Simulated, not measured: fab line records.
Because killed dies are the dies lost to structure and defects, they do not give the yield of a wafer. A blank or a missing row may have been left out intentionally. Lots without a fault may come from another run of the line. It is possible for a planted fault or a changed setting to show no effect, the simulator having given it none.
Comparing a struck lot with a sound one | flow nandHarc | 15 out of 1159 route steps
Sound: the wafers L701.2, L701.4, L701.5. Wafers L692.1, L692.2, L692.3 were the ones struck. Last of all comes the cause.
At each step with rows: each side's tool, then ch and its chambers, then its first start. Under that, the readings that differ: sound wafers | struck wafers | difference of the means | sigmas: that difference in standard deviations of wafers without a fault.
alike: words and numbers the same on both sides, and readings whose means are apart by under 2 such deviations; not compared: readings that were withheld, readings missing a value for some wafer, numbers with overlapping values and no deviation given by the record, and bounds like >300 which may hide the same value.
Wherever a step has rows on one side only, a row that says differs or no value, or a row with sigmas, the two part there. Numbers that have no deviation but don't overlap get no sigmas and don't part them. Lack of a reading on every wafer of one side parts them only where that side has two or more wafers.

first, 1 step without rows for these wafers: NHARC_A_CONTACT_ETCH_138 (etches the open film in C4F8/O2/Ar, time 132 s, target depth 1289 nm).
NHARC_A_CONTACT_ETCH_139: etches the open film in C4F8/O2/Ar, time 137 s, target depth 590 nm.
  sound on harCapEtch-02 ch 0,1, day 20 20:59; struck on harCapEtch-02 ch 0,1, day 18 11:05
  not compared: rfHoursCounterH
NHARC_A_CONTACT_ETCH_92: etches the open film in CH3F/O2, target depth 40 nm, time 85.7 s.
  sound on rieDiel-04 ch 0,1,3, day 20 21:24; struck on rieDiel-02 ch 0,1,2, day 18 11:29
reading             | sound             | struck            | difference | sigmas
oesProductAu (a.u.) | 1.006 0.993 1.012 | 0.928 0.942 0.918 | -0.074     | -3
  alike: drypumpMotorCurrentA, mfcArSccm, rfVppV, showerheadPlenumPTorr, throttleValvePct
  not compared: rfHoursCounterH
NHARC_A_CONTACT_ETCH_98: etches the open film in C4F6/O2, target depth 20 nm, time 10 s.
  sound: rieDiel-04 ch 0,2,3; struck: rieDiel-02 ch 0,2,3
  alike: drypumpMotorCurrentA, mfcArSccm, oesProductAu, rfVppV, showerheadPlenumPTorr, throttleValvePct
  not compared: rfHoursCounterH
NHARC_A_CONTACT_CD_MEAS_15:
  sound on cdSem-01, day 20 21:37; struck on cdSem-02, day 18 11:43
reading   | sound          | struck         | difference | sigmas
cdNm (nm) | 88.6 89.1 88.6 | 89.4 90.6 89.8 | +1.2       | +2
then, 3 steps without rows for these wafers: NHARC_A_CONTACT_STRIP_107 (strips in N2/H2); NHARC_A_CONTACT_STRIP_108 (strips in CF4/CHF3); NHARC_A_CONTACT_STRIP_109 (strips in O2/COS).
NHARC_A_CONTACT_ETCH_110: etches the open film in CF4/O2, target depth 50 nm, overetch 5 nm, time 27.5 s.
  sound on rieDiel-04 ch 1,2,3, day 20 21:58; struck on rieDiel-12 ch 0,1,3, day 18 12:00
  alike: drypumpMotorCurrentA, mfcArSccm, oesProductAu, rfVppV, showerheadPlenumPTorr, throttleValvePct
  not compared: rfHoursCounterH
NHARC_A_CONTACT_STRIP_26: strips in O2.
  sound: rieDiel-04 ch 0,1,3; struck: rieDiel-12 ch 0,1,3
reading             | sound             | struck            | difference | sigmas
oesProductAu (a.u.) | 1.018 1.003 1.027 | 0.992 0.994 0.992 | -0.023     | -2
  alike: drypumpMotorCurrentA, mfcArSccm, rfVppV, showerheadPlenumPTorr, throttleValvePct
  not compared: rfHoursCounterH
then, 2 steps without rows for these wafers: NHARC_A_CONTACT_STRIP_27 (strips in post etch residue remover, time 600 s); NHARC_A_CONTACT_ALD_18 (deposits TiN, target thk 3 nm, pulse time 1 s, ald cycles 150).
NHARC_A_CONTACT_CVD_19: deposits W, target thk 300 nm, time 802 s.
  sound on cvdW-02 ch 1, day 21 01:42; struck on cvdW-02 ch 0,1, day 18 19:58
  alike: heaterPowerW, mfcArSccm, throttleValvePct
NHARC_A_CONTACT_CMP_20: polishes, t overpolish 30 s, target thk 300 nm.
  sound on cmp-01 ch 0,1, day 21 02:31; struck on cmp-04 ch 0,1,3, day 18 21:01
reading             | sound          | struck            | difference | sigmas
timeToEndpointS (s) | 55.7 58.1 55.2 | 115.3 115.0 116.7 | +59.3      | +21
  alike: motorCurrentA, overpolishRunS
-- break in the record here, with 2 days between the starts of the struck wafers on either side (left off in module A_CONTACT, picked up again in module END, where the first step shown is number 1159 on the route) --
NHARC_END_SORT_01:
  only the struck wafers appear in the record here, on prober-02 ch 0 at day 21 02:51; the sound ones have no rows

WHERE THEY PART
At NHARC_A_CONTACT_ETCH_92 first; at NHARC_END_SORT_01 last (within this record only).

WHY: what the simulator had put in
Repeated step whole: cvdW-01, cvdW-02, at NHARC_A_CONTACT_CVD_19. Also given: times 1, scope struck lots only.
